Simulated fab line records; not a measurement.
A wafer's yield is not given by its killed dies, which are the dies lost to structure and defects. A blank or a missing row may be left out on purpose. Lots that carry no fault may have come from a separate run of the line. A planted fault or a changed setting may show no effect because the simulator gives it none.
A lot that was struck, set against a sound lot | flow nand-harc | 12 steps out of a route of 1302
Sound: these wafers, L778.3, L778.4, L778.6. Wafers L785.1, L785.4, L785.6 were the ones struck. At the end, the cause is stated.
Each step with rows lists, per side, the tool, then ch with its chambers, then its first start. Under that, the readings that differ: sound wafers | struck wafers | difference of the means | sigmas: that difference in standard deviations of wafers without a fault.
alike: readings with means less than 2 such deviations apart, plus words and numbers identical on both sides. not compared: withheld readings, readings lacking a value on some wafer, bounds such as >300 that could conceal the same value, and numbers that have no deviation in the record and whose values overlap.
The two part at a step that has a row with sigmas, a row that says differs or no value, or rows on one side only. Non-overlapping numbers with no deviation appear without sigmas and do not part them. A reading missing from all wafers of one side parts the sides only when that side holds two or more wafers.

NHARC_A_SOURCE_PLATE_THK_MEAS_06: measures by ellipsometry.
  sound on film-metro-02 at day 10 06:51; struck on film-metro-01 at day 13 19:17
  alike: thk-nm
NHARC_A_SOURCE_PLATE_INSPECT_08:
  sound on defect-inspect-01 at day 10 06:56; struck on defect-inspect-01 at day 13 19:21
  alike: raw-defect-count
after that, 1 step with no rows for these wafers: NHARC_A_ONON_D1_DEP_00 (target thk 1000 nm).
NHARC_A_ONON_D1_THK_MEAS_02: measures by ellipsometry.
  sound on film-metro-01 at day 10 07:31; struck on film-metro-01 at day 13 19:55
  reading     | sound       | struck        | difference | sigmas
  thk-nm (nm) | 983 981 981 | 999 1000 1000 | +18        | +2
after that, 1 step with no rows for these wafers: NHARC_A_ONON_D1_DEP_03 (target thk 1000 nm).
NHARC_A_ONON_D1_THK_MEAS_05: measures by ellipsometry.
  sound on film-metro-01 at day 10 08:05; struck on film-metro-02 at day 13 20:29
  alike: thk-nm
after that, 1 step with no rows for these wafers: NHARC_A_ONON_D1_DEP_06 (target thk 1000 nm).
NHARC_A_ONON_D1_THK_MEAS_08: measures by ellipsometry.
  sound on film-metro-02 at day 10 08:39; struck on film-metro-01 at day 13 21:04
  alike: thk-nm
after that, 1 step with no rows for these wafers: NHARC_A_ONON_D1_DEP_09 (target thk 1000 nm).
NHARC_A_ONON_D1_THK_MEAS_11: measures by ellipsometry.
  sound on film-metro-01 at day 10 09:13; struck on film-metro-01 at day 13 21:37
  alike: thk-nm
NHARC_A_ONON_D1_DEP_12: target thk 1000 nm.
  struck on pecvd-onon-04, day 13 21:41; sound on pecvd-onon-04 ch 0, day 10 09:23
  no value came back on the struck wafers for n2-flow-sccm (sccm), n2o-flow-sccm (sccm), sih4-flow-sccm (sccm); on the sound wafers n2-flow-sccm (sccm) reads 2751 2736 2750
-- jump in the record: it breaks off in module A_ONON_D1 and resumes in module END (first step shown: number 1302 of the route), and 17 days separate the struck wafers' starts before and after --
NHARC_END_SORT_01:
  the record has rows for the struck wafers here (prober-01 ch 0, day 30 20:54) and none for the sound ones

## WHERE THEY PART
Last at NHARC_END_SORT_01 as far as this record goes, first at NHARC_A_ONON_D1_THK_MEAS_02.

WHY: the cause the simulator had injected
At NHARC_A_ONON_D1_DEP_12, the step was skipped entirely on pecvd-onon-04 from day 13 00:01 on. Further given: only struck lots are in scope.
